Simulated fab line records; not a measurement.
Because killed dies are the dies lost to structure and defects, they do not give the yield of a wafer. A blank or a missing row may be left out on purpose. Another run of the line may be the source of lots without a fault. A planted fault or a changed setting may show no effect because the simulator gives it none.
Struck lot and sound lot, side by side -- flow n5-finfet -- 15 steps out of a route of 1938
Sound: these wafers, L532.1, L532.5, L532.6. Struck: wafer L521.3. (L521.2, L521.6 of the same lot were not struck and are left out.) The cause comes at the end.
Per side, at each step with rows, come the tool, then ch with its chambers, and then its first start. Under that, the readings that differ: sound wafers -- struck wafers -- difference of the means -- sigmas: that difference in standard deviations of wafers without a fault.
alike: same words and numbers on both sides, and readings whose means sit less than 2 such deviations apart. not compared: any withheld reading, any reading some wafer has no value for, any bound like >300 that may hide the same value, and any number with overlapping values for which the record gives no deviation.
Wherever a step has rows on one side only, a row that says differs or no value, or a row with sigmas, the two part there. When numbers do not overlap yet have no deviation, they are printed without sigmas and do not part them. Lack of a reading on every wafer of one side parts them only where that side has two or more wafers.

first, 1 step without rows for these wafers: N5_SD_EPI_P_DEVELOP_08 (develop time 30 s).
N5_SD_EPI_P_CD_MEAS_09: the cd target is 240 nm.
  sound on cd-sem-01 ch 0, day 8 01:18; struck on cd-sem-01 ch 0, day 5 04:22
  alike: cd-nm
N5_SD_EPI_P_OVL_MEAS_10:
  sound on overlay-02 ch 0, day 8 01:20; struck on overlay-02 ch 0, day 5 04:24
  alike: SD_P_BLK_OVL
N5_SD_EPI_P_INSPECT_11: inspects for defects (macro).
  sound on defect-inspect-02 at day 8 01:22; struck on defect-inspect-01 at day 5 04:25
  alike: raw-defect-count
N5_SD_EPI_P_DESCUM_14: chemistry O2, time 7.9 s.
  sound on rie-diel-04 ch 1,2, day 8 01:23; struck on rie-diel-05 ch 1, day 5 05:07
  alike: drypump-motor-current-A, oes-product-au, rf-vpp-V, showerhead-plenum-p-Torr, throttle-valve-pct
  not compared: rf-hours-counter-h
then, 1 step without rows for these wafers: N5_SD_EPI_P_ETCH_36 (etches SiARC in CF4, target depth 45.5 nm, time 75.8 s).
N5_SD_EPI_P_ETCH_37: etches SOC in N2/H2, overetch 108 nm, time 486 s.
  sound on rie-diel-04 ch 1,2, day 8 01:29; struck on rie-diel-05 ch 1, day 5 05:12
  alike: drypump-motor-current-A, oes-product-au, rf-vpp-V, showerhead-plenum-p-Torr, throttle-valve-pct
  not compared: rf-hours-counter-h
then, 1 step without rows for these wafers: N5_SD_EPI_P_STRIP_38 (strips in N2/H2).
N5_SD_EPI_P_ETCHBACK_46: etches SiNx in CH3F/O2, stops on SiO2, target depth 17.5 nm.
  sound on rie-diel-04 ch 1,2, day 8 01:49; struck on rie-diel-05 ch 1, day 5 05:31
  alike: drypump-motor-current-A, mfc-ar-sccm, oes-product-au, rf-vpp-V, showerhead-plenum-p-Torr, throttle-valve-pct
  not compared: rf-hours-counter-h
N5_SD_EPI_P_ETCH_47: etches SiOCN in CH3F/O2, target depth 25 nm.
  sound on rie-diel-04 ch 1,2, day 8 01:55; struck on rie-diel-05 ch 1, day 5 05:37
reading,sound,struck,difference,sigmas
oes-product-au (a.u.),0.75 0.75 0.72,0.89,+0.15,+2
  alike: drypump-motor-current-A, mfc-ar-sccm, rf-vpp-V, showerhead-plenum-p-Torr, throttle-valve-pct
  not compared: rf-hours-counter-h
N5_SD_EPI_P_ETCH_16: etches SiO2 in CHF3/O2, target depth 5 nm.
  sound on rie-diel-04 ch 1,2, day 8 02:01; struck on rie-diel-05 ch 1, day 5 05:43
reading,sound,struck,difference,sigmas
oes-product-au (a.u.),0.73 0.75 0.72,0.89,+0.16,+2
  alike: drypump-motor-current-A, mfc-ar-sccm, rf-vpp-V, showerhead-plenum-p-Torr, throttle-valve-pct
  not compared: rf-hours-counter-h
then, 1 step without rows for these wafers: N5_SD_EPI_P_STRIP_50 (strips in CHF3/O2).
N5_SD_EPI_P_SD_RECESS_17: chemistry HBr/Cl2/O2, target depth 39.1 nm, bt time 3 s.
  sound on rie-si-02 ch 0,2,3, day 8 02:05; struck on rie-si-06 ch 3, day 5 05:47
reading,sound,struck,difference,sigmas
model.SD_EPI_P.feature-depth-nm (nm),39.2 40 38.8,25.4,-13.9,
model.etch.depth-nm (nm),39.27 40.05 38.79,25.41,-13.96,
  alike: drypump-motor-current-A, oes-product-au, throttle-valve-pct
  not compared: rf-hours-counter-h
then, 2 steps without rows for these wafers: N5_SD_EPI_P_WET_ETCH_45 (etches SiO2 in dHF, time 10.7 s, target depth 2 nm, rinse time 30 s); N5_PASSIVATION_PROBE_49.

## WHERE THEY PART
At N5_SD_EPI_P_ETCH_47 first; at N5_SD_EPI_P_ETCH_16 last (within this record only). Later steps at which nothing parts them and some readings are alike: N5_SD_EPI_P_SD_RECESS_17.

WHY: whatever the simulator had introduced
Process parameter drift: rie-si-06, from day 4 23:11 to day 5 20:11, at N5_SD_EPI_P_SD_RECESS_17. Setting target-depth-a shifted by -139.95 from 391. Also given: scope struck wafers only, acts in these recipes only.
